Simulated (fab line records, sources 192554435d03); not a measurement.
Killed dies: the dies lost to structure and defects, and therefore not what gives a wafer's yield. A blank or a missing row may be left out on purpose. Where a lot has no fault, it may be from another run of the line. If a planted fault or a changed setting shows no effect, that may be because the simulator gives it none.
fab line records	flow n5_finfet
[record] lots = 4	wafers = 12	last_day = 17
route steps=1938 shown HKMG_FIN@433 GATE_CUT@465 BEOL_M4@1111 PASSIVATION@1936
lots with no fault: from the same line, run without faults
start_h: hours from the record's first day to the start of the lot's first wafer shown	wait_h: how many hours have passed since the lot's step before this one	" repeats the value in the row above	L1.1+2: several wafers, shown together as one row	- no value, or no start was given	* or withheld: withheld	< > ~ a bound
route shown NAME@n: NAME is a module with steps in the file, n the number in the route of the first one	usual: mean/standard deviation of fault-free wafers	same: alike in all rows	chamber/n: place in a boat	sites: readings site by site	_std_site: how widely they spread, as a standard deviation	_edge_site: the outer-site mean with the inner-site mean subtracted	radius_mm: for every site, how far away it sits from the centre of the wafer	mask NAME#n: copy n	behind: the most recent tool/chamber to have shaped the wafer	hold: why the lot was held/for how many hours/how that ended	device: transistor that didn't switch, given as n, p or np	end of line: the same wafers' tests at the end of the route	for a step that has no rows: nothing shown but its recipe	killed: not the wafer's yield, but the dies lost to structure and defects at the first sort	map: dies across one wafer; x = killed, . = not, _ = none there
set.NAME: the run value of the setting; set.NAME@STEP: its run value at that earlier step	model.NAME: the simulator's own value behind a step, which no gauge read
lots at selected steps of the route; one table per step, one row per wafer
services: when a tool's chamber went out of use (start_h, in hours from the record's first day, below 0 if earlier), for how many hours, and the reason
[[steps]]
[step N5_HKMG_FIN_DESCUM_17]
[recipe] chemistry = O2	time_s = 7.9	source_power_w = 50	bias_power_w = 20	pressure_mtorr = 20	rf_frequency_hz = 2.712e+07	temp_c = 40	resist = CAR-ArF	o2_flow_sccm = 225
[step N5_HKMG_FIN_ETCH_31]
[recipe] chemistry = CF4	target = SiARC	target_depth_a = 455	mask_material = CAR-ArF	time_s = 75.8	ion_energy_ev = 80	pressure_mtorr = 40	source_w = 545	bias_w = 36	Ar_flow_sccm = 100	cf4_flow_sccm = 100	ends = cleared
[step N5_HKMG_FIN_ETCH_32]
[recipe] chemistry = N2/H2	target = SOC	target_depth_a = 2400	temp_c = 40	time_s = 300	ion_energy_ev = 200	mask_material = SiARC	pressure_mtorr = 30	source_w = 840	bias_w = 150	n2_flow_sccm = 200	h2_flow_sccm = 200
[step N5_HKMG_FIN_STRIP_33]
[recipe] chemistry = N2/H2	temp_c = 40	n2_flow_sccm = 200	h2_flow_sccm = 200	rf_frequency_hz = 6e+07
[step N5_HKMG_FIN_STRIP_34]
[recipe] chemistry = CF4	resist = SiARC	power_w = 300	bias_power_w = 75	pressure_mtorr = 50	cf4_flow_sccm = 150	rf_frequency_hz = 6e+07
[step N5_HKMG_FIN_ETCH_35]
[recipe] chemistry = N2/H2	target = SOC	target_depth_a = 2158	ion_energy_ev = 65	bias_w = 5	source_w = 3000	time_s = 243.4	pressure_mtorr = 30	n2_flow_sccm = 200	h2_flow_sccm = 200
[step N5_HKMG_FIN_STRIP_92]
[recipe] chemistry = N2/H2	material = SOC	time_s = 20	power_w = 500	temp_c = 40	pressure_mtorr = 50	rf_frequency_hz = 6e+07	bias_power_w = 8	h2_frac = 0.5	n2_flow_sccm = 300	h2_flow_sccm = 300
[step N5_HKMG_FIN_WET_ETCH_18]
[recipe] chemistry = SC1	target = TiN	mix = 1:1:5	temp_c = *	time_s = 55	target_depth_nm = 5.2	dry = ipa_marangoni	rinse_time_s = 30	rinse_temp_c = 23
[step N5_HKMG_FIN_STRIP_19]
[recipe] chemistry = N2/H2	power_w = 2500	temp_c = 300	h2_frac = 0.65	time_s = 360	pressure_mtorr = withheld	n2_flow_sccm = 1750	h2_flow_sccm = 3250
[step N5_HKMG_FIN_ALD_91]
[recipe] material = TiN	target_thk_a = 10	temp_c = 400	ald_precursor_family = TiCl4	ald_co_reactant = NH3	pulse_time_s = 1	purge_time_s = 3	co_reactant_purge_time_s = 2	co_reactant_pulse_time_s = 2	ald_cycles = 47	pressure_torr = 3
[usual] ald_cycles = 47/0	heater_power_w = 873/95	precursor_pulse_height_rel = 1.000/0.02
lot.wafer	tool	chamber	start_h	wait_h	ald_cycles	heater_power_w	precursor_pulse_height_rel
L622.3	ald_metal-01	0	152.72	0.1	47	947	1.003
L622.4	"	3	"	"	47	839	1.007
L622.6	"	0	"	"	47	966	1.002
L625.2	ald_metal-01	3	172.88	0.3	54	842	1.042
L625.3	"	2	"	"	47	850	0.963
L625.4	"	1	"	"	47	814	0.996
L627.1	ald_metal-01	3	183.33	0.3	47	854	1.019
L627.3	"	0	"	"	47	961	0.997
L627.6	"	1	"	"	54	826	0.997
L629.1	ald_metal-04	1	202.79	0.3	47	915	0.972
L629.2	"	2	"	"	47	948	1.003
L629.3	"	3	"	"	47	776	0.991
[step N5_HKMG_FIN_COAT_85]
[recipe] resist = SOC	temp_c = 250	time_s = 60	spin_rpm = 1500	resist_thk_nm = 300
[step N5_HKMG_FIN_ETCH_86]
[recipe] chemistry = N2/H2	target = SOC	target_depth_a = 3932	stop_on = TiN	ion_energy_ev = 100	bias_w = 61	pressure_mtorr = 30	source_w = 850	n2_flow_sccm = 200	h2_flow_sccm = 200
[step N5_HKMG_FIN_STRIP_89]
[recipe] chemistry = N2/H2	material = SOC	time_s = 20	power_w = 500	temp_c = 40	pressure_mtorr = 50	rf_frequency_hz = 6e+07	bias_power_w = 8	h2_frac = 0.5	n2_flow_sccm = 300	h2_flow_sccm = 300
[step N5_HKMG_FIN_WET_ETCH_87]
[recipe] chemistry = SC1	target = TiN	mix = 1:2:40	temp_c = 50	time_s = 154.2	target_depth_nm = 4.7	dry = ipa_marangoni	rinse_time_s = 30	rinse_temp_c = 23
[step N5_HKMG_FIN_STRIP_88]
[recipe] chemistry = N2/H2	power_w = 2500	temp_c = 300	h2_frac = 0.65	time_s = 360	pressure_mtorr = withheld	n2_flow_sccm = 1750	h2_flow_sccm = 3250
[step N5_HKMG_FIN_NWFM_ALD_20]
[recipe] material = TiAlC	target_thk_a = 20	temp_c = 300	ald_precursor_family = TiCl4	ald_co_reactant = TEA	pulse_time_s = 3	purge_time_s = 2	co_reactant_purge_time_s = 2	co_reactant_pulse_time_s = 10	ald_cycles = 7	pressure_torr = 3
[step N5_HKMG_FIN_ALD_71]
[recipe] material = TiN	target_thk_a = 10	temp_c = 400	ald_precursor_family = TiCl4	ald_co_reactant = NH3	pulse_time_s = 1	purge_time_s = 3	co_reactant_purge_time_s = 2	co_reactant_pulse_time_s = 2	ald_cycles = 47	pressure_torr = 3
[step N5_HKMG_FIN_COAT_66]
[recipe] resist = SOC	temp_c = 250	time_s = 60	spin_rpm = 1500	resist_thk_nm = 300
[step N5_HKMG_FIN_ETCH_67]
[recipe] chemistry = N2/H2	target = SOC	target_depth_a = 3889	stop_on = TiN	ion_energy_ev = 100	bias_w = 61	pressure_mtorr = 30	source_w = 850	n2_flow_sccm = 200	h2_flow_sccm = 200
[step N5_HKMG_FIN_STRIP_90]
[recipe] chemistry = N2/H2	material = SOC	time_s = 20	power_w = 500	temp_c = 40	pressure_mtorr = 50	rf_frequency_hz = 6e+07	bias_power_w = 8	h2_frac = 0.5	n2_flow_sccm = 300	h2_flow_sccm = 300
[step N5_HKMG_FIN_WET_ETCH_73]
[recipe] chemistry = SC1	mix = 1:2:40	temp_c = 50	time_s = 42.3	target_depth_nm = 1.3	dry = ipa_marangoni	rinse_time_s = 30	rinse_temp_c = 23
[step N5_HKMG_FIN_ETCHBACK_68]
[recipe] chemistry = Cl2/Ar	stop_on = HfO2	target_depth_a = 5	pressure_mtorr = 10	icp_w = 600	bias_w = 60	Cl2_flow_sccm = 40	Ar_flow_sccm = 60
[step N5_HKMG_FIN_STRIP_69]
[recipe] chemistry = N2/H2	power_w = 2500	temp_c = 300	h2_frac = 0.65	time_s = 360	pressure_mtorr = withheld	n2_flow_sccm = 1750	h2_flow_sccm = 3250
[step N5_HKMG_FIN_ALD_21]
[recipe] material = TiN	target_thk_a = 15	temp_c = 400	ald_precursor_family = TiCl4	ald_co_reactant = NH3	pulse_time_s = 1	purge_time_s = 3	co_reactant_purge_time_s = 2	co_reactant_pulse_time_s = 2	ald_cycles = 68	pressure_torr = 3
[step N5_HKMG_FIN_ALD_72]
[recipe] material = W	target_thk_a = 20	temp_c = 300	pressure_torr = 7.5	ald_precursor_family = WF6	ald_co_reactant = B2H6	pulse_time_s = 1	purge_time_s = 2	co_reactant_purge_time_s = 2	co_reactant_pulse_time_s = 3	ald_cycles = 7
[step N5_HKMG_FIN_W_FILL_22]
[recipe] material = W	target_thk_a = 600	temp_c = 400	pressure_torr = 39.4	time_s = 18.2
[step N5_HKMG_FIN_PRECLEAN_83]
[recipe] chemistry = DIW	time_s = 57.5	temp_c = 23
[step N5_HKMG_FIN_SRD_84]
[recipe] dry_time_s = 32	dry = n2_spin	spin_rpm = 1500
[step N5_HKMG_FIN_CMP_23]
[recipe] stop_on = SiNx	t_overpolish_s = 10	post_cmp_clean = rinse_only	down_force_psi = 4	platen_rpm = 50.289	pad_velocity_m_s = 1.0006	target_thk_nm = 46.326
[step N5_HKMG_FIN_CMP_94]
[recipe] stop_on = SiNx	post_cmp_clean = w_dilute_nh4oh	t_overpolish_s = 4.7	down_force_psi = 4	platen_rpm = 50.289	pad_velocity_m_s = 1.0006	target_thk_nm = 43.299
[step N5_GATE_CUT_ETCHBACK_00]
[recipe] chemistry = SF6/Cl2	target = W	pressure_mtorr = 8	icp_w = 900	bias_w = 80	SF6_flow_sccm = 40	Cl2_flow_sccm = 60
[step N5_GATE_CUT_ETCH_56]
[recipe] chemistry = Cl2/Ar	target = TiN	target_depth_a = 216	pressure_mtorr = 10	icp_w = 600	bias_w = 60	Cl2_flow_sccm = 40	Ar_flow_sccm = 60
[step N5_GATE_CUT_ETCHBACK_30]
[recipe] chemistry = Cl2/Ar	target = TiN	target_depth_a = 30	mode = isotropic	pressure_mtorr = 10	icp_w = 600	bias_w = 60	Cl2_flow_sccm = 40	Ar_flow_sccm = 60
[step N5_GATE_CUT_VAPOR_ETCH_60]
[recipe] chemistry = BCl3/Cl2	target = HfO2	mode = isotropic
[step N5_GATE_CUT_ETCH_58]
[recipe] chemistry = CH3F/O2	target = SiNx	target_depth_a = 170	time_s = 128.6	ion_energy_ev = 50	pressure_mtorr = 30	source_w = 415	bias_w = 21	Ar_flow_sccm = 150	CH3F_flow_sccm = 30	O2_flow_sccm = 20
[step N5_GATE_CUT_STRIP_59]
[recipe] chemistry = N2/H2	time_s = 20	power_w = 100	temp_c = 40	pressure_mtorr = 100	rf_frequency_hz = 6e+07	bias_power_w = 3	n2_flow_sccm = 300	h2_flow_sccm = 300
[step N5_GATE_CUT_PRECLEAN_31]
[recipe] temp_c = 23	chemistry = DIW	time_s = 300
[step N5_BEOL_M4_RC_MEAS_101]
[usual] DIBL_N = 36.1/1.6	DIBL_P = 35.7/1.8	IOFF_N = 0.159/0.027	IOFF_N_85C = 3.1/0.44	IOFF_N_LIN = 0.073/0.0097	IOFF_N_LONG = 5.66e-05/2.6e-06	IOFF_P = 0.21/0.03	ION_N = 673/10	ION_P = 462/7.4	SS_N = 71.4/0.56	SS_P = 73.2/0.61	VT_N = 249.7/3	VT_N_LONG = 274.5/2.1	VT_N_LVT = 98.3/2.8	VT_P = -250/3.1
lot.wafer	tool	chamber	start_h	wait_h	DIBL_N[mV/V]	DIBL_P[mV/V]	IOFF_N[nA/um]	IOFF_N_85C[nA/um]	IOFF_N_LIN[nA/um]	IOFF_N_LONG[nA/um]	IOFF_P[nA/um]	ION_N[uA/um]	ION_P[uA/um]	SS_N[mV/dec]	SS_P[mV/dec]	VT_N[mV]	VT_N_LONG[mV]	VT_N_LVT[mV]	VT_P[mV]
L622.3	prober-02	0	245.09	0.3	36.4	37.4	0.155	3.1	0.070	5.17e-05	0.25	675	468	72.0	73.0	252.0	276.9	99.9	-248
L622.4	"	0	"	"	36.1	37.2	0.154	3.1	0.071	5.15e-05	0.23	668	469	71.0	73.4	251.6	275.2	100.3	-246
L622.6	"	0	"	"	33.7	34.3	0.113	2.4	0.055	5.06e-05	0.19	646	453	70.3	73.1	257.1	275.8	104.6	-250
L625.2	prober-02	0	255.74	0.2	36.3	35.4	0.089	1.9	0.040	4.05e-05	0.26	631	473	71.7	73.2	266.7	289.2	114.7	-243
L625.3	"	0	"	"	38.1	38.6	0.210	3.9	0.092	5.78e-05	0.28	677	464	72.6	73.8	243.5	276.0	94.1	-245
L625.4	"	0	"	"	37.7	39.1	0.206	3.8	0.093	5.86e-05	0.27	685	474	71.9	73.0	244.7	274.9	93.5	-245
L627.1	prober-01	0	281.32	0.0	35.3	34.4	0.133	2.7	0.065	6.11e-05	0.17	677	463	70.7	72.0	250.3	270.4	96.7	-254
L627.3	"	0	"	"	36.7	36.0	0.154	3.1	0.072	5.99e-05	0.20	680	469	70.9	73.2	247.0	273.1	95.1	-250
L627.6	"	0	"	"	34.5	34.2	0.067	1.5	0.033	4.1e-05	0.21	637	473	70.3	72.5	266.4	287.9	113.5	-246
L629.1	prober-01	0	304.67	0.0	34.5	34.4	0.130	2.6	0.065	5.63e-05	0.18	676	463	70.3	73.3	251.6	273.5	100.4	-252
L629.2	"	0	"	"	36.7	37.2	0.165	3.2	0.076	5.72e-05	0.21	676	458	71.2	72.8	249.1	274.5	97.0	-252
L629.3	"	0	"	"	34.7	34.5	0.119	2.4	0.059	5.57e-05	0.17	648	443	71.1	72.5	251.2	273.9	103.3	-254
[step N5_PASSIVATION_PROBE_49]
[usual] defect_limited_yield = 91.0/1.3	killed_at_M0_to_M3 = 33/10	killed_at_M4_up = 14/5.6	killed_at_contacts = 12/5.8	killed_at_front_end = 43/11	killed_at_other = 4.1/2.8	killed_dies = 106/15	killed_open = 70/12	killed_short = 34/7.5	sort_bin_5_function = 5.3/0.88	sort_bin_6_memory = 3.3/0.64	sort_bin_8_speed = 0.00/0.016	sort_n_pass = 1074/15	sort_yield_pct = 91.0/1.3
[same] gross_dies = 1180	killed_at_back_side = 0	sort_bin_4_leakage[%] = 0
lot.wafer	tool	chamber	start_h	wait_h	defect_limited_yield[%]	killed_at_M0_to_M3	killed_at_M4_up	killed_at_contacts	killed_at_front_end	killed_at_other	killed_dies	killed_open	killed_short	sort_bin_5_function[%]	sort_bin_6_memory[%]	sort_bin_8_speed[%]	sort_n_pass	sort_yield_pct[%]
L625.2	prober-01	-	368.00	0.1	91.7	36	5	25	26	6	98	63	35	5.3	2.5	13.81	919	77.9
L625.3	prober-01	-	368.05	0.1	91.1	44	6	18	28	9	105	66	39	4.8	3.4	0	1075	91.1
L625.4	prober-01	-	368.10	0.2	89.7	47	14	9	46	5	121	67	52	6.0	3.7	0	1059	89.7
L627.6	prober-01	-	381.25	0.3	88.9	67	6	18	38	2	131	95	36	7.7	3.3	7.46	961	81.4
// killed by level:class
L625.2 MOL_CONTACT_COAG:geometric_particle:open=18 FIN_SAQP:geometric_particle:open=8 MOL_CONTACT_COAG:geometric_particle:short=7 BEOL_M1:geometric_particle:open=7 BEOL_M2:geometric_particle:open=7 BEOL_M0_SAQP:geometric_particle:short=6 FIN_SAQP:geometric_particle:short=4 GATE_CUT:geometric_particle:short=4
L625.3 BEOL_M1:geometric_particle:open=14 MOL_CONTACT_COAG:geometric_particle:open=11 BEOL_M3:geometric_particle:open=11 FIN_SAQP:geometric_particle:open=10 FIN_SAQP:geometric_particle:short=8 MOL_CONTACT_COAG:geometric_particle:short=7 BEOL_M0_SAQP:geometric_particle:short=5 BEOL_M2:geometric_particle:short=5
L625.4 BEOL_M0_SAQP:geometric_particle:short=18 STI_FIN_REVEAL:geometric_particle:open=17 BEOL_M0_SAQP:geometric_particle:open=14 MOL_CONTACT_COAG:geometric_particle:open=6 STARTING-WAFER:geometric_particle:short=6 FIN_SAQP:geometric_particle:short=5 STI_FIN_REVEAL:geometric_particle:short=5 BEOL_M4:geometric_particle:open=5
L627.6 BEOL_M3:geometric_particle:open=21 MOL_CONTACT_COAG:geometric_particle:open=15 FIN_SAQP:geometric_particle:short=11 BEOL_M2:geometric_particle:open=11 BEOL_M0:geometric_particle:open=10 BEOL_M1:geometric_particle:open=9 FIN_SAQP:geometric_particle:open=8 BEOL_M0_SAQP:geometric_particle:open=6
// map L625.4 (x killed, . not)
_________________.....x...x..________________
______________............x....._____________
___________.........x............x.__________
__________....x..x.................._________
________.x...........x.......x...x...._______
_______...x.......x........x.........x.______
______................x......x......x..._____
_____....x.............x.................____
____...........x..........................___
___...x...x...x...x..x..........x..........__
___........x....x........x........x........__
__..............x........xx.xx.x..x.......x._
__....x...x........x.....x............x....._
_...........x...x.....x....x.................
_...x.......xx..x.....x......................
_......x......x..........x....x.......x......
_...x.......x.....x.......x.......xx........x
_.........x...............x...x...x.....x....
_x.....x...................x........x........
_...........................................x
_..........x...........x....x.....x..x.......
__......x..............x...................._
__..................x.x........x...x........_
___..................x............x......x.__
___.......x........................x.....x.__
____.x.x.........x...................x.x..___
_____....x..x.x........x................x____
______...x...............x.....x.x.x...._____
_______...........x...x...x.....x....x.______
________...........................x.._______
__________............x.....x......._________
___________......xxx.....x.........__________
______________...........x......_____________
_________________..x.........________________
// map L627.6 (x killed, . not)
_________________............________________
______________.....x...x......x._____________
___________........................__________
__________.........x......x........._________
________....x................x........_______
_______x.x..xx.xx...x.....xx........xx.______
______x.....xx.x........x.......x.x....._____
_____...............................x....____
____........x.....xx......................___
___......x....x.....x......................__
___...............x.....x..................__
__......x...........x......x.............x.._
__..........x..........x...xx.............x._
_.........x.x.......................x.x......
_x.x..x....x...x.........x...xxx..........x..
_..x...x.x.x.......xx.......x..x........x....
_......x.x.........x............xx...........
_x.......x..................xx.....x.........
_.......x...x..........x...........x.........
_....................................x...x...
_...xx...x................x.............x....
__.............x............x........x......_
__..x....x..........x....x..........x..x...._
___..xx..................x...x............x__
___....x...................x.....x.........__
____........x..x.......x.....xx.........x.___
_____..............x..x.x................____
______.xx....x........................xx_____
_______..x....................x........______
________..........x........x.........._______
__________.................x.......x_________
___________.x.........x......x.....__________
______________.............xx..._____________
_________________....xx......________________
[[services]]
tool	chamber	start_h	hours	kind
ald_metal-04	-	164.03	1.0	repair
ald_metal-01	0	198.69	3.0	repair
[[key]]
[first_sign] step = N5_HKMG_FIN_ALD_91	reading = ald_cycles	direction = up	sigmas = 99+	usual = *	struck = *
[effect] step = N5_BEOL_M4_RC_MEAS_101	reading = VT_N_LONG	direction = up	sigmas = 6.7	usual = 274.5	struck = 288.6
[effect] step = N5_BEOL_M4_RC_MEAS_101	reading = IOFF_N_LONG	direction = down	sigmas = 6.1	usual = 5.66e-05	struck = 4.08e-05
[effect] step = N5_BEOL_M4_RC_MEAS_101	reading = VT_N	direction = up	sigmas = 5.6	usual = 249.7	struck = 266.6
[effect] step = N5_BEOL_M4_RC_MEAS_101	reading = VT_N_LVT	direction = up	sigmas = 5.6	usual = 98.3	struck = 114.1
[effect] step = N5_BEOL_M4_RC_MEAS_101	reading = ION_N	direction = down	sigmas = 3.7	usual = 673	struck = 634
[effect] step = N5_BEOL_M4_RC_MEAS_101	reading = IOFF_N_LIN	direction = down	sigmas = 3.7	usual = 0.073	struck = 0.037
[effect] step = N5_BEOL_M4_RC_MEAS_101	reading = IOFF_N_85C	direction = down	sigmas = 3.2	usual = 3.1	struck = 1.7
[effect] step = N5_BEOL_M4_RC_MEAS_101	reading = IOFF_N	direction = down	sigmas = 2.9	usual = 0.159	struck = 0.078
[effect] step = N5_PASSIVATION_PROBE_49	reading = sort_bin_8_speed	direction = up	sigmas = 99+	usual = 0.00	struck = 10.64
met_at N5_HKMG_FIN_ALD_91
struck_wafers L625.2,L627.6
onset_between 152.72 172.88
[fault] kind = process_parameter_drift	tool = ald_metal-01	chamber = -	onset_h = 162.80	steps = N5_HKMG_FIN_ALD_91	channel = ald_cycles	offset = *	shape = step	end_h = 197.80	scope = struck_wafers_only	acts_in = *	stated = *
